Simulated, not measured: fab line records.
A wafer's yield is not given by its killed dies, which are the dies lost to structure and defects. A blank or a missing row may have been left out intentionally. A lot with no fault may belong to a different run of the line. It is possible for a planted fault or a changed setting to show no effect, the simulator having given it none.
The tool behind it: which one? | flow nandHarc | 34 wafers from 12 lots sampled at 6 of the route's 1302 steps

WHAT THE GAUGES SHOWED, per wafer
NHARC_END_SORT_01.
lot  | measured     | on        | killedAtArray | killedAtOther | killedAtPeriphery | killedDies | killedOpen | killedShort
L712 | day 30 16:33 | prober-01 | 99            | 0             | 11                | 110        | 2          | 3
L714 | day 30 12:46 | prober-02 | 101 42 33     | 0 0 0         | 1 2 2             | 102 44 35  | 1 4 2      | 1 3 2

WHICH TOOL RAN EACH LOT (tool, then ch and the chambers of the sampled wafers, then the start)
lot  | NHARC_A_STAIRCASE_DEP_259       | NHARC_A_STAIRCASE_CMP_450     | NHARC_A_STAIRCASE_ETCHBACK_422    | NHARC_A_SGD_CUT_DEP_00          | NHARC_A_SGD_CUT_DESCUM_14
L701 | pecvd-04 ch 0,2, day 16 12:34   | cmp-02 ch 0,1,2, day 19 05:38 | rieDiel-12 ch 1,2,3, day 19 06:11 | pecvd-04 ch 0,1, day 19 07:29   | rieDiel-05 ch 1,2, day 19 08:15
L702 | pecvd-03 ch 0,1, day 17 11:53   | cmp-01 ch 2,3, day 20 03:44   | rieDiel-12 ch 1,2,3, day 20 04:19 | pecvd-03 ch 1,2, day 20 05:37   | rieDiel-05 ch 0,1,3, day 20 06:32
L703 | pecvd-04 ch 0,1,2, day 17 15:16 | cmp-01 ch 0,2, day 20 00:56   | rieDiel-12 ch 2,3, day 20 01:28   | pecvd-01 ch 0,1, day 20 03:01   | rieDiel-06 ch 0,2,3, day 20 03:55
L704 | pecvd-02 ch 0,2, day 17 22:28   | cmp-04 ch 0,1,3, day 20 14:09 | rieDiel-03 ch 0,1,3, day 20 14:42 | pecvd-03 ch 0,1,2, day 20 16:00 | rieDiel-05 ch 1,2,3, day 20 16:48
L705 | pecvd-03 ch 1,2, day 19 05:11   | cmp-01 ch 0,2,3, day 22 09:05 | rieDiel-12 ch 0,2, day 22 09:37   | pecvd-01 ch 0,1, day 22 11:02   | rieDiel-06 ch 0,2,3, day 22 11:47
L706 | pecvd-04 ch 0,1, day 19 08:56   | cmp-02 ch 2,3, day 22 01:49   | rieDiel-03 ch 0,1,3, day 22 02:26 | pecvd-04 ch 0,2, day 22 03:53   | rieDiel-04 ch 0,1, day 22 04:47
L707 | pecvd-03 ch 1,2, day 20 04:01   | cmp-01 ch 0,1,3, day 22 20:35 | rieDiel-12 ch 0,1,3, day 22 21:07 | pecvd-03 ch 1,2, day 22 22:24   | rieDiel-06 ch 1,2, day 22 23:19
L712 | pecvd-03 ch 2, day 22 03:06     | cmp-04 ch 2, day 24 10:35     | rieDiel-12 ch 1, day 24 11:07     | pecvd-01 ch 0, day 24 12:29     | rieDiel-06 ch 1, day 24 14:45
L714 | pecvd-03 ch 0,1,2, day 22 12:59 | cmp-02 ch 1,2, day 25 01:43   | rieDiel-13 ch 1,2, day 25 02:16   | pecvd-01 ch 1,2, day 25 03:35   | rieDiel-06 ch 1,2, day 25 06:52
L720 | pecvd-04 ch 0,1,2, day 25 17:23 | cmp-04 ch 0,3, day 28 09:32   | rieDiel-13 ch 0,1,3, day 28 10:06 | pecvd-01 ch 0,1,2, day 28 11:28 | rieDiel-05 ch 1,2,3, day 28 12:12
L722 | pecvd-03 ch 0,1,2, day 25 19:20 | cmp-01 ch 0,2, day 28 08:20   | rieDiel-13 ch 1,2,3, day 28 08:53 | pecvd-03 ch 0,1,2, day 28 10:11 | rieDiel-05 ch 1,2, day 28 11:20
L721 | pecvd-03 ch 0,1,2, day 25 22:47 | cmp-02 ch 0,1,3, day 28 08:32 | rieDiel-13 ch 1,2, day 28 09:05   | pecvd-04 ch 0,1, day 28 10:26   | rieDiel-04 ch 0,1,2, day 28 11:22
- NHARC_A_STAIRCASE_DEP_259: deposits SiON, target thk 30 nm.
- NHARC_A_STAIRCASE_CMP_450: polishes SiO2, target thk 200 nm.
- NHARC_A_STAIRCASE_ETCHBACK_422: etches the open film in CH3F/O2, target depth 40 nm, time 74.286 s.
- NHARC_A_SGD_CUT_DEP_00: deposits SiNx, target thk 50 nm.
- NHARC_A_SGD_CUT_DESCUM_14: chemistry O2, time 3 s.

AS READ BY THE TOOLS THEMSELVES (means over the sampled wafers that have a number; for cases with no such wafer, the mark the record gives instead)
NHARC_A_STAIRCASE_DEP_259.
lot  | tool     | heaterPowerW (W)
L701 | pecvd-04 | 669
L702 | pecvd-03 | 643
L703 | pecvd-04 | 727
L704 | pecvd-02 | 729
L705 | pecvd-03 | 692
L706 | pecvd-04 | 771
L707 | pecvd-03 | 661
L712 | pecvd-03 | 651
L714 | pecvd-03 | 626
L720 | pecvd-04 | 726
L722 | pecvd-03 | 639
L721 | pecvd-03 | 633

NHARC_A_STAIRCASE_CMP_450.
lot  | tool   | motorCurrentA (A) | padLifeWafers | slurryFlowMlMin
L701 | cmp-02 | 11.5              | 14            | 149.8
L702 | cmp-01 | 13.1              | 294           | 149.9
L703 | cmp-01 | 11.5              | 271           | 150.4
L704 | cmp-04 | 11.8              | 242           | 150.1
L705 | cmp-01 | 12.3              | 122           | 149.7
L706 | cmp-02 | 11.8              | 247           | 150.4
L707 | cmp-01 | 12.2              | 183           | 150.0
L712 | cmp-04 | 11.7              | 265           | 149.5
L714 | cmp-02 | 10.4              | 234           | 150.1
L720 | cmp-04 | 11.5              | 211           | 149.3
L722 | cmp-01 | 11.6              | 266           | 150.7
L721 | cmp-02 | 11.2              | 103           | 149.8

NHARC_A_STAIRCASE_ETCHBACK_422.
lot  | tool       | drypumpMotorCurrentA (A) | o2FlowSccm (sccm) | oesProductAu (a.u.) | rfVppV (V) | showerheadPlenumPTorr (Torr) | throttleValvePct (%)
L701 | rieDiel-12 | 5.8                      | 29.95             | 0.92                | 245.0      | 2.43                         | 20.659
L702 | rieDiel-12 | 5.7                      | 30.04             | 0.98                | 243.4      | 2.43                         | 20.673
L703 | rieDiel-12 | 6.0                      | 29.98             | 0.98                | 245.2      | 2.51                         | 20.660
L704 | rieDiel-03 | 5.4                      | 30.04             | 0.99                | 244.3      | 2.50                         | 20.655
L705 | rieDiel-12 | 5.7                      | 30.09             | 0.93                | 244.0      | 2.38                         | 20.654
L706 | rieDiel-03 | 5.4                      | 29.96             | 1.00                | 244.6      | 2.50                         | 20.656
L707 | rieDiel-12 | 5.6                      | 30.02             | 1.00                | 242.9      | 2.35                         | 20.649
L712 | rieDiel-12 | 5.5                      | 30.17             | 0.93                | 243.2      | 2.28                         | 20.669
L714 | rieDiel-13 | 6.2                      | 29.99             | 0.93                | 243.5      | 2.35                         | 20.669
L720 | rieDiel-13 | 5.4                      | 29.97             | 0.93                | 243.8      | 2.41                         | 20.669
L722 | rieDiel-13 | 5.8                      | 29.97             | 0.92                | 243.6      | 2.32                         | 20.663
L721 | rieDiel-13 | 5.8                      | 30.05             | 0.93                | 242.4      | 2.32                         | 20.670

NHARC_A_SGD_CUT_DEP_00.
lot  | tool     | heaterPowerW (W)
L701 | pecvd-04 | 782
L702 | pecvd-03 | 566
L703 | pecvd-01 | 751
L704 | pecvd-03 | 644
L705 | pecvd-01 | 727
L706 | pecvd-04 | 667
L707 | pecvd-03 | 676
L712 | pecvd-01 | 741
L714 | pecvd-01 | 698
L720 | pecvd-01 | 759
L722 | pecvd-03 | 608
L721 | pecvd-04 | 752

NHARC_A_SGD_CUT_DESCUM_14.
lot  | tool       | drypumpMotorCurrentA (A) | o2FlowSccm (sccm) | oesProductAu (a.u.) | rfVppV (V) | showerheadPlenumPTorr (Torr) | throttleValvePct (%)
L701 | rieDiel-05 | 5.8                      | 200.0             | 0.999               | 58.9       | 1.97                         | 11.320
L702 | rieDiel-05 | 5.7                      | 200.1             | 1.002               | 57.3       | 1.90                         | 11.308
L703 | rieDiel-06 | 6.0                      | 199.9             | 0.997               | 58.3       | 1.95                         | 11.310
L704 | rieDiel-05 | 5.7                      | 200.4             | 1.002               | 56.8       | 1.93                         | 11.322
L705 | rieDiel-06 | 5.9                      | 200.3             | 1.011               | 58.0       | 1.95                         | 11.307
L706 | rieDiel-04 | 5.8                      | 199.6             | 1.004               | 57.6       | 2.02                         | 11.308
L707 | rieDiel-06 | 6.0                      | 198.7             | 1.000               | 58.2       | 2.01                         | 11.307
L712 | rieDiel-06 | 5.7                      | 200.0             | 0.996               | 58.6       | 2.02                         | 11.305
L714 | rieDiel-06 | 6.0                      | 199.3             | 1.005               | 58.5       | 2.01                         | 11.309
L720 | rieDiel-05 | 5.7                      | 199.6             | 0.989               | 57.9       | 1.93                         | 11.316
L722 | rieDiel-05 | 5.8                      | 200.1             | 1.004               | 57.2       | 1.97                         | 11.311
L721 | rieDiel-04 | 5.6                      | 199.7             | 1.009               | 57.6       | 2.02                         | 11.314

THE ANSWER, worked out from the rows above alone
Rule: what is usual is taken from the lots themselves. The widest of any qualifying gaps counts: lots, ordered by their means at a reading, are off when they make up no more than a third of the lots, leave a main group of 4 or more, and stand apart from it by 3 or more times the standard deviation of that group's means. If all means in a main group match to the digits the tables above print for the reading, that group is not used. Also off: a lot with no number at a reading for which 4 or more lots have one. All remaining lots with rows at the step are treated as sound. The gauges are gone through in route order, then the tools' own readings, and for those a lot's mean is taken as printed above. At the first step where some lot is off, the reading lying furthest off is the one used; lots without a number count as furthest.
No lot is off at any reading shown: from this, nothing can be told.

WHAT HAD BEEN PUT IN BY THE SIMULATOR
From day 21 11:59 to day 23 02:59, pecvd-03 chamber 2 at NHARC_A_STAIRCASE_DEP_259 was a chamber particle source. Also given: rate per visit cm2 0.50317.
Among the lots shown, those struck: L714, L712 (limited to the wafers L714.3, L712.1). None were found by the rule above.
